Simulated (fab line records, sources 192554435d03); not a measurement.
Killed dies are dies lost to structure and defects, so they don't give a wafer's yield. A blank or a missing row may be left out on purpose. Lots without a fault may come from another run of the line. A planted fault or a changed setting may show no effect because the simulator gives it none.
Chamber matching | flow n5_finfet | N5_STI_FIN_REVEAL_ETCHBACK_08 on rie_diel-05: 4 sister chambers
The step etches SiO2 in C4F6/O2, target depth 30.5 nm, time 10.167 s. 4 wafers are shown with their chamber, then 9 later ones without.

WAFERS WITH THEIR CHAMBER
wafer  | chamber | drypump_motor_current_A (A)
L082.2 | 2       | 5.9
L091.2 | 0       | 6.3
L091.3 | 3       | 5.6
L091.4 | 1       | 4.9

WAFERS WITHOUT THEIR CHAMBER
wafer  | drypump_motor_current_A (A)
L092.2 | 6.3
L092.4 | 4.9
L092.6 | 4.9
L095.1 | 4.9
L095.2 | 6.0
L095.4 | 5.6
L097.1 | 5.6
L097.4 | 4.9
L097.5 | 6.3

WHICH CHAMBER EACH WENT THROUGH
wafer  | from the rows above | in truth
L092.2 | 0                   | 0
L092.4 | 1                   | 1
L092.6 | 1                   | 1
L095.1 | 1                   | 1
L095.2 | 2                   | 2
L095.4 | 3                   | 3
L097.1 | 3                   | 3
L097.4 | 1                   | 1
L097.5 | 0                   | 0
Placed correctly: 9 of 9. Can't be placed from these rows: 0. Placed wrongly: 0.
How it was worked out, from the rows above alone: a wafer's distance from a chamber is the root of the sum, over the readings, of the square of ((its reading less the chamber's mean) divided by the reading's scatter). The wafer belongs to the nearest chamber; if the next one is less than 2 further off, it can't be placed. A chamber's mean is the mean of its shown wafers. The scatter: with one shown wafer a chamber, the root of the mean of the squares of how far each hidden wafer lies from its nearest shown one.
